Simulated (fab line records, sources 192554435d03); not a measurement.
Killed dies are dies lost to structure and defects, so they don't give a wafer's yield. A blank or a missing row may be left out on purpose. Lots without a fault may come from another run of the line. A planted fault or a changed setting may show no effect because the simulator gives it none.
fab line records | flow n5_finfet
record lots=7 wafers=39
route steps=1938 shown FIN_SAQP@102 FIN_CUT@173 DUMMY_GATE@250 HKMG_FIN@419 GATE_CUT@484 MOL_CONTACT_COAG@537 PASSIVATION@1936
start_h: hours from the record's first day to the start of the lot's first wafer shown | wait_h: hours since the lot's step before | " the same as in the row above | L1.1+2: a row that stands for several wafers | - no value, or no start given | * or withheld: withheld | < > ~ a bound
route shown NAME@n: a module of which the file shows steps, and the number in the route of the first | usual: mean/standard deviation of fault-free wafers | same: alike in all rows | chamber/n: place in a boat | sites: the reading at each site | _std_site: their standard deviation | _edge_site: outer sites' mean less inner sites' | radius_mm: how far each site lies from the wafer's centre | mask NAME#n: copy n | behind: the tool/chamber that last shaped the wafer | hold: why the lot was held/for how many hours/how that ended | device: the transistor (n, p or np) that didn't switch | end of line: the same wafers' tests at the end of the route | a step without rows: its recipe alone | killed: dies lost to structure and defects at the first sort, not the wafer's yield | map: a wafer's dies, x killed, . not, _ none there
set.NAME: the setting as run; set.NAME@STEP: as run at that earlier step | model.NAME: the simulator's own value behind a step, which no gauge read
lots whose settings were changed on purpose; a table a step, a row a wafer
## steps
# step N5_FIN_SAQP_HM_DEP_72
# recipe material=SiO2 target_thk_a=120 temp_c=400 precursor=SiH4/N2O pressure_torr=0.75 rf_w=275 time_s=7.2
# step N5_FIN_SAQP_SPACER2_ALD_28
# recipe material=SiO2 target_thk_a=81 temp_c=300 ald_precursor_family=BDEAS ald_co_reactant=O2-plasma pulse_time_s=1 purge_time_s=2 co_reactant_purge_time_s=2 pressure_torr=2
# step N5_FIN_CUT_CUT_ETCH_26
# recipe chemistry=CH3F/O2 target=SiNx target_depth_a=390 mask_material=SOC time_s=55.7 pressure_mtorr=30 source_w=395 bias_w=73 Ar_flow_sccm=150 CH3F_flow_sccm=30 O2_flow_sccm=20 ion_energy_ev=120
# step N5_DUMMY_GATE_ETCH_42
# recipe chemistry=CHF3/O2 target=SiO2 target_depth_a=35 time_s=31 ion_energy_ev=30 bias_w=12 pressure_mtorr=30 source_w=600 Ar_flow_sccm=200 CHF3_flow_sccm=50 O2_flow_sccm=5
# step N5_HKMG_FIN_ALD_36
# recipe material=TiN target_thk_a=10 temp_c=400 ald_precursor_family=TiCl4 ald_co_reactant=NH3 pulse_time_s=1 purge_time_s=3 co_reactant_purge_time_s=2 co_reactant_pulse_time_s=2 ald_cycles=47 pressure_torr=3
# step N5_GATE_CUT_EXPOSE_10
# recipe mask_id=GATE_CUT na=0.33 source_shape=annular sigma_inner=0.35 sigma_outer=0.8 polarization=unpolarized target_cd_nm=20 dose_mj=43.25
# step N5_MOL_CONTACT_COAG_ETCH_15
# recipe chemistry=CH3F/O2 target=SiNx target_depth_a=70 mask_material=SOC stop_on=Si:P over_etch_frac=0.75 ion_energy_ev=120 pressure_mtorr=30 source_w=395 bias_w=73 Ar_flow_sccm=150 CH3F_flow_sccm=30 O2_flow_sccm=20
# step N5_PASSIVATION_PROBE_49
# usual defect_limited_yield=91.0/1.4 killed_at_front_end=41/11 killed_dies=106/16 sort_bin_6_memory=3.4/0.67
# columns lot.wafer tool chamber start_h wait_h set.time_s@FIN_SAQP_HM_DEP_72 set.temp_c@FIN_SAQP_SPACER2_ALD_28 set.time_s@FIN_CUT_CUT_ETCH_26 set.bias_w@DUMMY_GATE_ETCH_42 set.temp_c@HKMG_FIN_ALD_36 set.dose_mj@GATE_CUT_EXPOSE_10 set.source_w@MOL_CONTACT_COAG_ETCH_15 defect_limited_yield[%] killed_at_front_end killed_dies sort_bin_6_memory[%]
L077.1 prober-01 - 301.42 0.0 7.2 313 55.7 12 400 44.34 395 90.1 41 117 3.4
L077.2 prober-01 - 301.47 0.1 7.2 300 45.12 12 410.5 44.34 395 92.1 27 93 2.7
L077.3 prober-01 - 301.52 0.1 7.2 300 55.7 12 410.5 43.25 395 91.4 46 101 3.3
L077.4 prober-01 - 301.57 0.2 7.2 313 45.12 12 410.5 43.25 431.9 89.5 64 124 3.8
L077.5 prober-01 - 301.62 0.2 7.2 300 45.12 12 400 43.25 431.9 91.5 34 100 2.6
L077.6 prober-01 - 301.67 0.3 7.2 313 55.7 12 400 44.34 431.9 90.4 41 113 3.6
L076.1 prober-01 - 303.40 0.0 6.061 293.6 55.7 12.58 400 43.25 395 89.4 56 125 3.1
L076.2 prober-01 - 303.45 0.1 6.061 300 60.11 12.58 400 43.25 358.6 92.1 33 93 3.0
L076.3 prober-01 - 303.50 0.1 7.2 293.6 55.7 12.58 400 41.52 358.6 79.7 164 240 7.7
L076.4 prober-01 - 303.55 0.2 6.061 300 55.7 12 400 41.52 358.6 80.5 174 230 7.5
L076.5 prober-01 - 303.60 0.2 7.2 293.6 60.11 12 400 41.52 395 78.6 188 253 7.3
L076.6 prober-01 - 303.65 0.3 7.2 300 60.11 12 400 43.25 395 90.1 43 117 3.3
L078.1 prober-02 - 304.63 0.0 7.2 300 55.7 12 400 43.25 395 91.4 25 102 3.3
L078.4 prober-02 - 304.78 0.2 7.2 300 55.7 12 400 43.25 395 92.2 34 92 3.1
L078.6 prober-02 - 304.88 0.3 7.2 300 55.7 12 400 43.25 395 89.3 44 126 3.6
L085.1 prober-02 - 355.28 0.0 7.2 292.7 55.7 14.25 408.1 40.45 319.4 7.4 1018 1093 17.0
L085.2 prober-02 - 355.33 0.1 7.2 292.7 55.7 12 400 40.45 395 8.1 1015 1085 15.5
L085.3 prober-02 - 355.38 0.1 7.2 300 55.7 12 400 40.45 319.4 10.2 985 1060 15.8
L085.4 prober-02 - 355.43 0.2 7.2 300 55.7 14.25 400 43.25 319.4 90.4 39 113 4.0
L085.5 prober-02 - 355.48 0.2 7.2 292.7 55.7 12 408.1 43.25 395 93.1 29 82 3.0
L085.6 prober-02 - 355.53 0.3 7.2 300 55.7 14.25 408.1 43.25 395 93.6 18 76 3.1
L084.1 prober-02 - 372.00 0.0 7.2 310.4 59.59 12 400 45.27 395 90.4 38 113 3.0
L084.2 prober-02 - 372.05 0.1 8.254 310.4 59.59 12 388.2 45.27 395 89.4 54 125 4.5
L084.3 prober-02 - 372.10 0.1 7.2 310.4 55.7 12 388.2 43.25 357.8 92.5 24 88 2.8
L084.4 prober-02 - 372.15 0.2 8.254 300 55.7 12 400 45.27 357.8 91.1 35 105 3.4
L084.5 prober-02 - 372.20 0.2 7.2 300 55.7 12 400 43.25 395 90.9 44 107 3.6
L084.6 prober-02 - 372.25 0.3 8.254 300 59.59 12 388.2 43.25 357.8 90.4 25 113 3.2
L092.1 prober-01 - 398.03 0.0 6.284 300 55.7 9.706 410.2 40.75 395 33.2 742 788 18.7
L092.2 prober-01 - 398.08 0.1 6.284 300 68.95 9.706 410.2 40.75 395 34.9 709 768 18.1
L092.3 prober-01 - 398.13 0.1 6.284 287.3 55.7 12 410.2 43.25 395 91.6 47 99 3.1
L092.4 prober-01 - 398.18 0.2 7.2 287.3 68.95 9.706 400 43.25 395 92.3 34 91 3.0
L092.5 prober-01 - 398.23 0.2 7.2 300 68.95 12 400 40.75 395 34.7 724 771 19.2
L092.6 prober-01 - 398.28 0.3 7.2 287.3 55.7 12 400 43.25 395 92.9 36 84 2.0
L094.1 prober-02 - 411.44 0.0 7.2 300 63.23 12 409.5 43.25 329.1 91.9 34 96 3.0
L094.2 prober-02 - 411.49 0.1 7.2 300 55.7 12 400 43.25 329.1 89.5 47 124 3.9
L094.3 prober-02 - 411.54 0.1 7.2 300 63.23 12 409.5 43.25 395 90.4 63 113 3.3
L094.4 prober-02 - 411.59 0.2 7.2 300 55.7 11.33 409.5 43.25 395 91.4 32 102 3.5
L094.5 prober-02 - 411.64 0.2 7.2 300 63.23 11.33 400 43.25 395 89.4 39 125 4.0
L094.6 prober-02 - 411.69 0.3 7.2 300 55.7 11.33 400 43.25 329.1 89.3 45 126 4.2
# killed by level:class
L077.1 STI_FIN_REVEAL:geometric_particle:open=13 BEOL_M0_SAQP:geometric_particle:open=11 BEOL_M1:geometric_particle:open=11 DUMMY_GATE:geometric_particle:short=8 BEOL_M0_SAQP:geometric_particle:short=8 BEOL_M1:geometric_particle:short=6 BEOL_M4:geometric_particle:open=5 DUMMY_GATE:geometric_particle:open=5
L077.2 BEOL_M0_SAQP:geometric_particle:short=14 BEOL_M0_SAQP:geometric_particle:open=11 STI_FIN_REVEAL:geometric_particle:open=8 DUMMY_GATE:geometric_particle:open=8 BEOL_M2:geometric_particle:open=6 MOL_CONTACT_COAG:geometric_particle:open=5 PAD_METAL:geometric_particle:short=4 BEOL_M4:geometric_particle:open=4
L077.3 FIN_SAQP:geometric_particle:short=12 MOL_CONTACT_COAG:geometric_particle:open=8 STI_FIN_REVEAL:geometric_particle:open=7 BEOL_M0_SAQP:geometric_particle:short=7 DUMMY_GATE:geometric_particle:open=5 BEOL_M0_SAQP:geometric_particle:open=5 BEOL_M5:geometric_particle:open=5 BEOL_M1:geometric_particle:open=4
L077.4 DUMMY_GATE:geometric_particle:open=15 STI_FIN_REVEAL:geometric_particle:open=13 MOL_CONTACT_COAG:geometric_particle:open=9 BEOL_M0_SAQP:geometric_particle:short=9 BEOL_M0_SAQP:geometric_particle:open=8 BEOL_M2:geometric_particle:open=7 FIN_SAQP:geometric_particle:short=6 GATE_CUT:geometric_particle:open=5
L077.5 MOL_CONTACT_COAG:geometric_particle:open=12 BEOL_M1:geometric_particle:open=10 BEOL_M0_SAQP:geometric_particle:open=10 BEOL_M3:geometric_particle:open=8 STI_FIN_REVEAL:geometric_particle:open=7 FIN_SAQP:geometric_particle:short=6 BEOL_M0_SAQP:geometric_particle:short=6 BEOL_M2:geometric_particle:open=5
L077.6 STI_FIN_REVEAL:geometric_particle:open=15 MOL_CONTACT_COAG:geometric_particle:open=13 BEOL_M0_SAQP:geometric_particle:short=9 BEOL_M0_SAQP:geometric_particle:open=8 BEOL_M2:geometric_particle:open=6 BEOL_M3:geometric_particle:open=4 BEOL_M4:geometric_particle:open=4 ILD0:geometric_particle:short=3
L076.1 BEOL_M3:geometric_particle:open=17 STI_FIN_REVEAL:geometric_particle:open=16 BEOL_M2:geometric_particle:open=13 MOL_CONTACT_COAG:geometric_particle:open=9 DUMMY_GATE:geometric_particle:open=8 GATE_CUT:geometric_particle:short=8 HKMG_FIN:area_etch=7 BEOL_M0_SAQP:geometric_particle:open=5
L076.2 MOL_CONTACT_COAG:geometric_particle:open=14 BEOL_M3:geometric_particle:open=8 STI_FIN_REVEAL:geometric_particle:open=6 DUMMY_GATE:geometric_particle:open=5 BEOL_M0_SAQP:geometric_particle:open=5 BEOL_M2:geometric_particle:open=5 GATE_CUT:geometric_particle:short=4 MOL_CONTACT_COAG:geometric_particle:short=4
L076.3 GATE_CUT:area_expose=122 MOL_CONTACT_COAG:geometric_particle:open=19 BEOL_M2:geometric_particle:open=12 STI_FIN_REVEAL:geometric_particle:open=11 BEOL_M3:geometric_particle:open=8 BEOL_M2:geometric_particle:short=7 FIN_SAQP:geometric_particle:short=6 MOL_CONTACT_COAG:geometric_particle:short=6
L076.4 GATE_CUT:area_expose=129 MOL_CONTACT_COAG:geometric_particle:open=10 BEOL_M2:geometric_particle:open=9 BEOL_M1:geometric_particle:open=8 HKMG_FIN:area_etch=7 FIN_SAQP:geometric_particle:short=5 BEOL_M0_SAQP:geometric_particle:short=5 BEOL_M5:geometric_particle:open=5
L076.5 GATE_CUT:area_expose=121 STI_FIN_REVEAL:geometric_particle:open=25 FIN_SAQP:geometric_particle:short=10 BEOL_M2:geometric_particle:open=8 BEOL_M5:geometric_particle:open=8 FIN_SAQP:geometric_particle:open=7 DUMMY_GATE:geometric_particle:open=7 MOL_CONTACT_COAG:geometric_particle:open=7
L076.6 MOL_CONTACT_COAG:geometric_particle:open=25 STI_FIN_REVEAL:geometric_particle:open=13 BEOL_M2:geometric_particle:open=10 BEOL_M2:geometric_particle:short=6 FIN_SAQP:geometric_particle:open=5 FIN_SAQP:geometric_particle:short=5 BEOL_M3:geometric_particle:open=5 BEOL_M0_SAQP:geometric_particle:open=5
L078.1 MOL_CONTACT_COAG:geometric_particle:open=19 BEOL_M0_SAQP:geometric_particle:open=7 BEOL_M0_SAQP:geometric_particle:short=7 STI_FIN_REVEAL:geometric_particle:open=6 BEOL_M2:geometric_particle:open=6 BEOL_M4:geometric_particle:open=6 FIN_SAQP:geometric_particle:short=5 FIN_SAQP:geometric_particle:open=4
L078.4 MOL_CONTACT_COAG:geometric_particle:open=10 FIN_SAQP:geometric_particle:open=8 BEOL_M0_SAQP:geometric_particle:open=8 BEOL_M1:geometric_particle:open=8 BEOL_M2:geometric_particle:open=6 STI_FIN_REVEAL:geometric_particle:open=5 GATE_CUT:geometric_particle:short=4 BEOL_M0_SAQP:geometric_particle:short=4
L078.6 MOL_CONTACT_COAG:geometric_particle:open=18 BEOL_M2:geometric_particle:open=15 FIN_SAQP:geometric_particle:open=11 FIN_SAQP:geometric_particle:short=9 BEOL_M1:geometric_particle:open=9 STI_FIN_REVEAL:geometric_particle:open=6 STARTING-WAFER:geometric_particle:short=6 BEOL_M0_SAQP:geometric_particle:short=5
L085.1 GATE_CUT:area_expose=969 STI_FIN_REVEAL:geometric_particle:open=16 BEOL_M2:geometric_particle:open=10 MOL_CONTACT_COAG:geometric_particle:open=9 FIN_SAQP:geometric_particle:open=8 BEOL_M3:geometric_particle:open=8 BEOL_M4:geometric_particle:open=7 FIN_SAQP:geometric_particle:short=5
L085.2 GATE_CUT:area_expose=979 BEOL_M3:geometric_particle:open=13 BEOL_M0_SAQP:geometric_particle:short=11 FIN_SAQP:geometric_particle:short=8 STI_FIN_REVEAL:geometric_particle:open=8 FIN_SAQP:geometric_particle:open=7 BEOL_M0_SAQP:geometric_particle:open=6 BEOL_M1:geometric_particle:open=6
L085.3 GATE_CUT:area_expose=942 STI_FIN_REVEAL:geometric_particle:open=12 MOL_CONTACT_COAG:geometric_particle:open=11 BEOL_M4:geometric_particle:open=8 FIN_SAQP:geometric_particle:open=7 FIN_SAQP:geometric_particle:short=7 BEOL_M5:geometric_particle:open=7 BEOL_M3:geometric_particle:open=6
L085.4 BEOL_M3:geometric_particle:open=14 FIN_SAQP:geometric_particle:open=11 MOL_CONTACT_COAG:geometric_particle:open=10 BEOL_M0_SAQP:geometric_particle:short=7 BEOL_M4:geometric_particle:open=7 BEOL_M2:geometric_particle:open=6 BEOL_M0_SAQP:geometric_particle:open=5 BEOL_M0:geometric_particle:short=5
L085.5 BEOL_M3:geometric_particle:open=9 FIN_SAQP:geometric_particle:open=6 BEOL_M4:geometric_particle:open=6 DUMMY_GATE:geometric_particle:open=5 MOL_CONTACT_COAG:geometric_particle:open=5 BEOL_M2:geometric_particle:open=5 FIN_SAQP:geometric_particle:short=3 BEOL_M0_SAQP:geometric_particle:short=3
L085.6 BEOL_M1:geometric_particle:open=9 MOL_CONTACT_COAG:geometric_particle:open=7 BEOL_M3:geometric_particle:open=7 BEOL_M0_SAQP:geometric_particle:open=6 BEOL_M8:geometric_particle:open=5 FIN_SAQP:geometric_particle:short=3 DUMMY_GATE:geometric_particle:open=3 BEOL_M0_SAQP:geometric_particle:short=3
L084.1 BEOL_M4:geometric_particle:open=13 FIN_SAQP:geometric_particle:short=8 DUMMY_GATE:geometric_particle:open=8 MOL_CONTACT_COAG:geometric_particle:open=7 BEOL_M0_SAQP:geometric_particle:open=6 STI_FIN_REVEAL:geometric_particle:open=5 ILD0:geometric_particle:short=5 BEOL_M1:geometric_particle:open=5
L084.2 FIN_SAQP:geometric_particle:open=13 MOL_CONTACT_COAG:geometric_particle:open=13 BEOL_M4:geometric_particle:open=12 BEOL_M2:geometric_particle:open=10 FIN_SAQP:geometric_particle:short=8 BEOL_M0_SAQP:geometric_particle:short=6 STI_FIN_REVEAL:geometric_particle:open=5 STARTING-WAFER:geometric_particle:open=5
L084.3 BEOL_M4:geometric_particle:open=12 MOL_CONTACT_COAG:geometric_particle:open=10 DUMMY_GATE:geometric_particle:open=6 BEOL_M7:geometric_particle:open=6 BEOL_M8:geometric_particle:open=5 BEOL_M0_SAQP:geometric_particle:open=5 FIN_SAQP:geometric_particle:open=3 FIN_SAQP:geometric_particle:short=3
L084.4 BEOL_M1:geometric_particle:open=16 MOL_CONTACT_COAG:geometric_particle:open=15 BEOL_M0_SAQP:geometric_particle:short=8 STI_FIN_REVEAL:geometric_particle:open=7 DUMMY_GATE:geometric_particle:open=5 BEOL_M4:geometric_particle:open=5 BEOL_M3:geometric_particle:open=4 HKMG_FIN:area_etch=4
L084.5 MOL_CONTACT_COAG:geometric_particle:open=12 BEOL_M4:geometric_particle:open=11 DUMMY_GATE:geometric_particle:open=10 STI_FIN_REVEAL:geometric_particle:open=9 BEOL_M0_SAQP:geometric_particle:open=5 MOL_CONTACT_COAG:geometric_particle:short=4 BEOL_M0_SAQP:geometric_particle:short=4 BEOL_M2:geometric_particle:open=4
L084.6 BEOL_M4:geometric_particle:open=14 MOL_CONTACT_COAG:geometric_particle:open=12 BEOL_M0_SAQP:geometric_particle:short=12 BEOL_M1:geometric_particle:open=9 STI_FIN_REVEAL:geometric_particle:open=7 GATE_CUT:geometric_particle:short=6 MOL_CONTACT_COAG:geometric_particle:short=5 BEOL_M2:geometric_particle:open=5
L092.1 GATE_CUT:area_expose=682 FIN_SAQP:geometric_particle:short=26 FIN_SAQP:geometric_particle:open=13 BEOL_M0_SAQP:geometric_particle:short=6 MOL_CONTACT_COAG:geometric_particle:open=5 BEOL_M3:geometric_particle:open=4 DUMMY_GATE:geometric_particle:open=4 BEOL_M4:geometric_particle:short=4
L092.2 GATE_CUT:area_expose=669 BEOL_M0_SAQP:geometric_particle:open=11 FIN_SAQP:geometric_particle:open=9 BEOL_M4:geometric_particle:short=9 STI_FIN_REVEAL:geometric_particle:open=8 GATE_CUT:geometric_particle:open=8 MOL_CONTACT_COAG:geometric_particle:open=7 BEOL_M0_SAQP:geometric_particle:short=7
L092.3 BEOL_M0_SAQP:geometric_particle:open=15 GATE_CUT:geometric_particle:short=14 STI_FIN_REVEAL:geometric_particle:open=7 BEOL_M0_SAQP:geometric_particle:short=7 FIN_SAQP:geometric_particle:short=5 BEOL_M5:geometric_particle:short=5 PASS1_DEP:geometric_particle:open=5 FIN_SAQP:geometric_particle:open=4
L092.4 MOL_CONTACT_COAG:geometric_particle:open=10 BEOL_M0_SAQP:geometric_particle:open=9 STI_FIN_REVEAL:geometric_particle:open=6 FIN_SAQP:geometric_particle:short=5 FIN_SAQP:geometric_particle:open=4 GATE_CUT:geometric_particle:short=4 BEOL_M2:geometric_particle:open=4 BEOL_M3:geometric_particle:open=4
L092.5 GATE_CUT:area_expose=682 GATE_CUT:geometric_particle:short=13 MOL_CONTACT_COAG:geometric_particle:open=9 BEOL_M0_SAQP:geometric_particle:open=7 DUMMY_GATE:geometric_particle:open=7 FIN_SAQP:geometric_particle:open=5 FIN_SAQP:geometric_particle:short=5 BEOL_M0_SAQP:geometric_particle:short=5
L092.6 GATE_CUT:geometric_particle:short=9 MOL_CONTACT_COAG:geometric_particle:open=7 FIN_SAQP:geometric_particle:short=5 BEOL_M4:geometric_particle:short=5 PASS1_DEP:geometric_particle:short=5 STARTING-WAFER:geometric_particle:open=5 DUMMY_GATE:geometric_particle:open=4 BEOL_M7:geometric_particle:open=3
L094.1 BEOL_M3:geometric_particle:open=15 BEOL_M4:geometric_particle:open=13 STI_FIN_REVEAL:geometric_particle:open=10 MOL_CONTACT_COAG:geometric_particle:open=7 FIN_SAQP:geometric_particle:short=4 GATE_CUT:geometric_particle:short=4 MOL_CONTACT_COAG:geometric_particle:short=4 FIN_SAQP:geometric_particle:open=3
L094.2 BEOL_M2:geometric_particle:open=15 MOL_CONTACT_COAG:geometric_particle:open=13 BEOL_M3:geometric_particle:open=13 FIN_SAQP:geometric_particle:short=10 FIN_SAQP:geometric_particle:open=8 GATE_CUT:geometric_particle:short=8 BEOL_M1:geometric_particle:open=6 STARTING-WAFER:geometric_particle:open=6
L094.3 FIN_SAQP:geometric_particle:short=18 MOL_CONTACT_COAG:geometric_particle:open=12 BEOL_M3:geometric_particle:open=8 FIN_SAQP:geometric_particle:open=7 STI_FIN_REVEAL:geometric_particle:open=7 HKMG_FIN:area_etch=7 DUMMY_GATE:geometric_particle:open=6 BEOL_M0_SAQP:geometric_particle:open=6
L094.4 MOL_CONTACT_COAG:geometric_particle:open=17 FIN_SAQP:geometric_particle:short=14 BEOL_M1:geometric_particle:open=9 BEOL_M3:geometric_particle:open=9 FIN_SAQP:geometric_particle:open=7 BEOL_M0_SAQP:geometric_particle:short=6 BEOL_M4:geometric_particle:short=5 BEOL_M4:geometric_particle:open=5
L094.5 MOL_CONTACT_COAG:geometric_particle:open=15 BEOL_M4:geometric_particle:open=14 FIN_SAQP:geometric_particle:short=12 BEOL_M1:geometric_particle:open=10 BEOL_M3:geometric_particle:open=8 STI_FIN_REVEAL:geometric_particle:open=7 MOL_CONTACT_COAG:geometric_particle:short=7 BEOL_M2:geometric_particle:open=5
L094.6 MOL_CONTACT_COAG:geometric_particle:open=13 STI_FIN_REVEAL:geometric_particle:open=12 BEOL_M4:geometric_particle:open=11 BEOL_M3:geometric_particle:open=10 FIN_SAQP:geometric_particle:open=9 FIN_SAQP:geometric_particle:short=7 BEOL_M0_SAQP:geometric_particle:short=7 BEOL_M0_SAQP:geometric_particle:open=6
## key
split step=N5_FIN_SAQP_HM_DEP_72 setting=time_s stated_as=7.2
response none clear
split step=N5_FIN_SAQP_SPACER2_ALD_28 setting=temp_c stated_as=300
response none clear
split step=N5_FIN_CUT_CUT_ETCH_26 setting=time_s stated_as=55.7
response none clear
split step=N5_DUMMY_GATE_ETCH_42 setting=bias_w stated_as=12
response none clear
split step=N5_HKMG_FIN_ALD_36 setting=temp_c stated_as=400
response none clear
split step=N5_GATE_CUT_EXPOSE_10 setting=dose_mj stated_as=43.25
response step=N5_PASSIVATION_PROBE_49 reading=sort_bin_6_memory slope=-1.51 per=1% together_with=all explained=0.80
response step=N5_PASSIVATION_PROBE_49 reading=killed_at_front_end slope=-85.2 per=1% together_with=all explained=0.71
response step=N5_PASSIVATION_PROBE_49 reading=defect_limited_yield slope=+7.21 per=1% together_with=all explained=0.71
response step=N5_PASSIVATION_PROBE_49 reading=killed_dies slope=-85.1 per=1% together_with=all explained=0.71
split step=N5_MOL_CONTACT_COAG_ETCH_15 setting=source_w stated_as=395
response none clear
